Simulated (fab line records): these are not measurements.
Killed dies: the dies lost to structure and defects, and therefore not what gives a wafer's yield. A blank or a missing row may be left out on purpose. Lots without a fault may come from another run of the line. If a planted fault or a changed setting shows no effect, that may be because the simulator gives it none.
A struck lot beside a sound one -- flow n5-finfet -- 34 out of 1938 route steps
Sound: wafers L434.3, L434.5, L434.6. Wafers struck: L436.2, L436.6. The cause is named last.
Order at every step that has rows: each side's tool, ch and its chambers, its first start. Under that, the readings that differ: sound wafers -- struck wafers -- difference of the means -- sigmas: that difference in standard deviations of wafers without a fault.
alike: readings with means less than 2 such deviations apart, plus words and numbers identical on both sides. not compared: withheld readings, readings lacking a value on some wafer, bounds such as >300 that could conceal the same value, and numbers that have no deviation in the record and whose values overlap.
The two part at a step that has a row with sigmas, a row that says differs or no value, or rows on one side only. Numbers that don't overlap but have no deviation are shown without sigmas and don't part them. Lack of a reading on every wafer of one side parts them only where that side has two or more wafers.

first, 8 steps without rows for these wafers: N5_BEOL_M10_SPUTTER_48 (material Cu, target thk 12 nm, time 2 s); N5_BEOL_M10_ECD_50 (material Cu, target thk 318 nm); N5_BEOL_M10_ANNEAL_51 (time 90 s); N5_BEOL_M10_CMP_52 (polishes, stops on SiCOH lowk, t overpolish 7 s, target thk 140 nm); N5_BEOL_M10_PRE_CLEAN_55 (time 15 s); N5_BEOL_M10_DEP_56 (deposits SiCN from 3MS/NH3, target thk 15 nm, time 26.5 s); N5_BEOL_M11_ILD_DEP_00 (deposits SiCOH lowk from DEMS/porogen, target thk 308.51 nm, time 58 s); N5_BEOL_M11_CURE_71 (cures SiCOH lowk, time 240 s).
N5_BEOL_M11_PECVD_70: deposits SiO2 from TEOS/O2, target thk 20 nm, time 22.7 s.
  sound on pecvd-03 ch 0,1, day 11 12:51; struck on pecvd-03 ch 0,2, day 17 08:43
reading,sound,struck,difference,sigmas
model.SiO2_of_BEOL_M11_PECVD_70.thk-nm (nm),20 20.4 20.2,20.6 21,+0.6,
  alike: heater-power-w, showerhead-plenum-p-Torr, susceptor-temp-C, throttle-valve-pct
then, 24 steps without rows for these wafers: N5_BEOL_M11_HM_DEP_02 (deposits TiN, target thk 20 nm); N5_BEOL_M11_COAT_59 (time 60 s, resist thk 100 nm); N5_BEOL_M11_COAT_60 (time 60 s, resist thk 30 nm); N5_BEOL_M11_COAT_05 (resist thk 90 nm); N5_BEOL_M11_EBR_07; N5_BEOL_M11_SOFTBAKE_06 (time 60 s); N5_BEOL_M11_EXPOSE_08 (exposes mask M11); N5_BEOL_M11_PEB_09 (peb time 60 s); N5_BEOL_M11_DEVELOP_10 (develop time 30 s); N5_BEOL_M11_DESCUM_16 (chemistry O2, time 7.9 s); N5_BEOL_M11_ETCH_61 (etches SiARC in CF4, target depth 39 nm, time 65 s); N5_BEOL_M11_ETCH_62 (etches SOC in N2/H2, target depth 110 nm, overetch 22 nm, time 165 s); N5_BEOL_M11_STRIP_68 (strips in N2/H2); N5_BEOL_M11_STRIP_67 (strips in CF4); N5_BEOL_M11_HM_OPEN_17 (chemistry Cl2/BCl3, target TiN, target depth 20 nm, overetch 6 nm); N5_BEOL_M11_STRIP_19 (strips in O2); N5_BEOL_M11_COAT_63 (time 60 s, resist thk 100 nm); N5_BEOL_M11_COAT_64 (time 60 s, resist thk 30 nm); N5_BEOL_M11_COAT_22 (resist thk 90 nm); N5_BEOL_M11_EBR_24; N5_BEOL_M11_SOFTBAKE_23 (time 60 s); N5_BEOL_M11_EXPOSE_25 (exposes mask V10); N5_BEOL_M11_PEB_26 (peb time 60 s); N5_BEOL_M11_DEVELOP_27 (develop time 30 s).
N5_BEOL_M11_HM_STRIP_39: strips TiN in peroxide tin strip, target depth 25 nm, time 158 s.
  sound on wet-bench-02 ch 0,3,6, day 11 17:19; struck on wet-bench-01 ch 1,6, day 17 17:29
reading,sound,struck,difference,sigmas
model.SiO2_of_BEOL_M11_PECVD_70.thk-nm (nm),19.8 20.2 20,20.4 20.8,+0.6,
  alike: temp-c

WHERE THEY PART
Nowhere in this record.

WHY: whatever the simulator had introduced
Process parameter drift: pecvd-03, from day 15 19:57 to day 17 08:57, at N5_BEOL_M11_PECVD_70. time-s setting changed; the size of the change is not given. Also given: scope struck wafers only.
